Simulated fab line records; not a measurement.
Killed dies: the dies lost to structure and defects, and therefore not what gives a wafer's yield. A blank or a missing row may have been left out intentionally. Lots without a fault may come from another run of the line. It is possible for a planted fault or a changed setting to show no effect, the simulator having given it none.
Split-lot trial || flow n5 finfet || 39 wafers read from 7 lots, route of 1938 steps

== THE SPLIT ==
At N5_FIN_SAQP_HM_DEP_72 (deposits SiO2 from SiH4/N2O, target thk 12 nm, time 7.2 s), the setting time s was moved away from the recipe's 7.2 s on 12 of the 39 wafers read, by -40.6% to +53.9%. This setting was run at the recipe's value on the other wafers.

== FROM THE SPLIT TO THE READING: what the file shows between them, 4 steps ==
- N5_FIN_SAQP_COAT_49: time 60 s, resist thk 100 nm
- N5_FIN_SAQP_COAT_50: time 60 s, resist thk 35 nm
- N5_FIN_SAQP_ETCH_52: etches SOC in N2/H2, target depth 100 nm, overetch 20 nm, time 150 s
- N5_FIN_SAQP_STRIP_53: strips in N2/H2

== THE READING ==
etch.depth nm (the simulator's own value, which no gauge read), in nm, at N5_FIN_SAQP_HM_OPEN_73 (chemistry CHF3/O2, target SiO2, stops on a-Si, target depth 12 nm, time 16.8 s). The file gives no usual value for it. The 27 wafers here that ran the recipe average 11.964 nm, standard deviation 0.13 nm.

{"wafer": "L077.1", "tool, chamber at the split": "pecvd-03, 2", "time s as run, s": 4.28, "against the recipe": "-40.6%", "etch.depth nm, nm": 7.063, "against lot-mates on the recipe": -4.857}
{"wafer": "L077.2", "tool, chamber at the split": "pecvd-03, 1", "time s as run, s": 4.28, "against the recipe": "-40.6%", "etch.depth nm, nm": 7.187, "against lot-mates on the recipe": -4.733}
{"wafer": "L077.3", "tool, chamber at the split": "pecvd-03, 0", "time s as run, s": 7.2, "against the recipe": "recipe", "etch.depth nm, nm": 11.91, "against lot-mates on the recipe": "-"}
{"wafer": "L077.4", "tool, chamber at the split": "pecvd-03, 1", "time s as run, s": 7.2, "against the recipe": "recipe", "etch.depth nm, nm": 11.87, "against lot-mates on the recipe": "-"}
{"wafer": "L077.5", "tool, chamber at the split": "pecvd-03, 0", "time s as run, s": 4.28, "against the recipe": "-40.6%", "etch.depth nm, nm": 7.158, "against lot-mates on the recipe": -4.762}
{"wafer": "L077.6", "tool, chamber at the split": "pecvd-03, 2", "time s as run, s": 7.2, "against the recipe": "recipe", "etch.depth nm, nm": 11.98, "against lot-mates on the recipe": "-"}
{"wafer": "L079.1", "tool, chamber at the split": "pecvd-04, 0", "time s as run, s": 7.2, "against the recipe": "recipe", "etch.depth nm, nm": 11.99, "against lot-mates on the recipe": "-"}
{"wafer": "L079.2", "tool, chamber at the split": "pecvd-04, 2", "time s as run, s": 11.08, "against the recipe": "+53.9%", "etch.depth nm, nm": 18.08, "against lot-mates on the recipe": "+6.080"}
{"wafer": "L079.3", "tool, chamber at the split": "pecvd-04, 1", "time s as run, s": 11.08, "against the recipe": "+53.9%", "etch.depth nm, nm": 18.25, "against lot-mates on the recipe": "+6.250"}
{"wafer": "L079.4", "tool, chamber at the split": "pecvd-04, 0", "time s as run, s": 11.08, "against the recipe": "+53.9%", "etch.depth nm, nm": 18.58, "against lot-mates on the recipe": "+6.580"}
{"wafer": "L079.5", "tool, chamber at the split": "pecvd-04, 2", "time s as run, s": 7.2, "against the recipe": "recipe", "etch.depth nm, nm": 11.89, "against lot-mates on the recipe": "-"}
{"wafer": "L079.6", "tool, chamber at the split": "pecvd-04, 1", "time s as run, s": 7.2, "against the recipe": "recipe", "etch.depth nm, nm": 12.12, "against lot-mates on the recipe": "-"}
{"wafer": "L086.1", "tool, chamber at the split": "pecvd-01, 0", "time s as run, s": 7.2, "against the recipe": "recipe", "etch.depth nm, nm": 12.04, "against lot-mates on the recipe": "-"}
{"wafer": "L086.2", "tool, chamber at the split": "pecvd-01, 2", "time s as run, s": 9.743, "against the recipe": "+35.3%", "etch.depth nm, nm": 16.23, "against lot-mates on the recipe": "+4.097"}
{"wafer": "L086.3", "tool, chamber at the split": "pecvd-01, 1", "time s as run, s": 9.743, "against the recipe": "+35.3%", "etch.depth nm, nm": 16.33, "against lot-mates on the recipe": "+4.197"}
{"wafer": "L086.4", "tool, chamber at the split": "pecvd-01, 0", "time s as run, s": 9.743, "against the recipe": "+35.3%", "etch.depth nm, nm": 16.37, "against lot-mates on the recipe": "+4.237"}
{"wafer": "L086.5", "tool, chamber at the split": "pecvd-01, 1", "time s as run, s": 7.2, "against the recipe": "recipe", "etch.depth nm, nm": 12.11, "against lot-mates on the recipe": "-"}
{"wafer": "L086.6", "tool, chamber at the split": "pecvd-01, 2", "time s as run, s": 7.2, "against the recipe": "recipe", "etch.depth nm, nm": 12.25, "against lot-mates on the recipe": "-"}
{"wafer": "L087.3", "tool, chamber at the split": "pecvd-03, 1", "time s as run, s": 7.2, "against the recipe": "recipe", "etch.depth nm, nm": 11.84, "against lot-mates on the recipe": "-"}
{"wafer": "L087.4", "tool, chamber at the split": "pecvd-03, 1", "time s as run, s": 7.2, "against the recipe": "recipe", "etch.depth nm, nm": 11.96, "against lot-mates on the recipe": "-"}
{"wafer": "L087.6", "tool, chamber at the split": "pecvd-03, 0", "time s as run, s": 7.2, "against the recipe": "recipe", "etch.depth nm, nm": 12.13, "against lot-mates on the recipe": "-"}
{"wafer": "L092.1", "tool, chamber at the split": "pecvd-04, 2", "time s as run, s": 7.2, "against the recipe": "recipe", "etch.depth nm, nm": 11.85, "against lot-mates on the recipe": "-"}
{"wafer": "L092.2", "tool, chamber at the split": "pecvd-04, 0", "time s as run, s": 7.2, "against the recipe": "recipe", "etch.depth nm, nm": 11.78, "against lot-mates on the recipe": "-"}
{"wafer": "L092.3", "tool, chamber at the split": "pecvd-04, 1", "time s as run, s": 7.2, "against the recipe": "recipe", "etch.depth nm, nm": 11.87, "against lot-mates on the recipe": "-"}
{"wafer": "L092.4", "tool, chamber at the split": "pecvd-04, 2", "time s as run, s": 7.2, "against the recipe": "recipe", "etch.depth nm, nm": 11.93, "against lot-mates on the recipe": "-"}
{"wafer": "L092.5", "tool, chamber at the split": "pecvd-04, 0", "time s as run, s": 7.2, "against the recipe": "recipe", "etch.depth nm, nm": 12.06, "against lot-mates on the recipe": "-"}
{"wafer": "L092.6", "tool, chamber at the split": "pecvd-04, 1", "time s as run, s": 7.2, "against the recipe": "recipe", "etch.depth nm, nm": 12.04, "against lot-mates on the recipe": "-"}
{"wafer": "L093.1", "tool, chamber at the split": "pecvd-03, 2", "time s as run, s": 7.2, "against the recipe": "recipe", "etch.depth nm, nm": 11.99, "against lot-mates on the recipe": "-"}
{"wafer": "L093.2", "tool, chamber at the split": "pecvd-03, 0", "time s as run, s": 7.2, "against the recipe": "recipe", "etch.depth nm, nm": 12.05, "against lot-mates on the recipe": "-"}
{"wafer": "L093.3", "tool, chamber at the split": "pecvd-03, 1", "time s as run, s": 4.457, "against the recipe": "-38.1%", "etch.depth nm, nm": 7.368, "against lot-mates on the recipe": -4.692}
{"wafer": "L093.4", "tool, chamber at the split": "pecvd-03, 0", "time s as run, s": 4.457, "against the recipe": "-38.1%", "etch.depth nm, nm": 7.653, "against lot-mates on the recipe": -4.407}
{"wafer": "L093.5", "tool, chamber at the split": "pecvd-03, 2", "time s as run, s": 4.457, "against the recipe": "-38.1%", "etch.depth nm, nm": 7.63, "against lot-mates on the recipe": -4.430}
{"wafer": "L093.6", "tool, chamber at the split": "pecvd-03, 1", "time s as run, s": 7.2, "against the recipe": "recipe", "etch.depth nm, nm": 12.14, "against lot-mates on the recipe": "-"}
{"wafer": "L097.1", "tool, chamber at the split": "pecvd-03, 1", "time s as run, s": 7.2, "against the recipe": "recipe", "etch.depth nm, nm": 11.76, "against lot-mates on the recipe": "-"}
{"wafer": "L097.2", "tool, chamber at the split": "pecvd-03, 2", "time s as run, s": 7.2, "against the recipe": "recipe", "etch.depth nm, nm": 11.72, "against lot-mates on the recipe": "-"}
{"wafer": "L097.3", "tool, chamber at the split": "pecvd-03, 0", "time s as run, s": 7.2, "against the recipe": "recipe", "etch.depth nm, nm": 11.81, "against lot-mates on the recipe": "-"}
{"wafer": "L097.4", "tool, chamber at the split": "pecvd-03, 0", "time s as run, s": 7.2, "against the recipe": "recipe", "etch.depth nm, nm": 11.95, "against lot-mates on the recipe": "-"}
{"wafer": "L097.5", "tool, chamber at the split": "pecvd-03, 1", "time s as run, s": 7.2, "against the recipe": "recipe", "etch.depth nm, nm": 12.06, "against lot-mates on the recipe": "-"}
{"wafer": "L097.6", "tool, chamber at the split": "pecvd-03, 2", "time s as run, s": 7.2, "against the recipe": "recipe", "etch.depth nm, nm": 11.94, "against lot-mates on the recipe": "-"}

FIT RESULTS
A straight line over all 39 wafers: etch.depth nm changes by +0.119 nm for each +1% of time s; r = +1.00; the points scatter about the line by 0.14 nm.
The same after taking each lot's own level away (the mean of its wafers on the recipe; 39 wafers): +0.118 nm for each +1%; r = +1.00; scatter 0.11 nm.
Per that fit: largest time s move, reading shift of 6.3 nm.
Measured against the standard deviation above, the lots' own levels, which go from 11.8733 to 12.1333 nm, span 2.0 times it.
So the lot-to-lot level changes the slope little: the two slopes agree.
Check: for one of the wafers moved furthest among these (+53.9%), held out of the fit, the line's prediction against its lot-mates is +6.39 nm. It came out at +6.08 nm against them.

== ADDITIONAL SPLITS CARRIED BY THESE WAFERS ==
These wafers also went through other splits before the reading. Each is held against what the fit with the lots' levels taken away leaves over:
{"other split on the same wafers": "N5_ZERO_LAYER_DEVELOP_10 develop time s", "wafers away from the commonest value": 15, "r with etch.depth nm (lot level and that fit taken away)": -0.24}

== THE WHOLE CHAIN: every reading that the file lists as answering this split, in the file's order ==
{"step": "N5_FIN_SAQP_HM_DEP_72", "what it does": "deposits SiO2 from SiH4/N2O, target thk 12 nm, time 7.2 s", "reading": "SiO2_of_FIN_SAQP_HM_DEP_72.thk nm (the simulator's own value, which no gauge read)", "change (the file's fit)": "+0.118 nm for each +1% of the setting", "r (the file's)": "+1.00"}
{"step": "N5_FIN_SAQP_HM_OPEN_73", "what it does": "chemistry CHF3/O2, target SiO2, stops on a-Si, target depth 12 nm, time 16.8 s", "reading": "etch.depth nm (the simulator's own value, which no gauge read)", "change (the file's fit)": "+0.118 nm for each +1% of the setting", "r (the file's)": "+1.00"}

== FILE'S OWN FIT ==
etch.depth nm changes by +0.118 nm for each +1% of time s, r = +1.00.
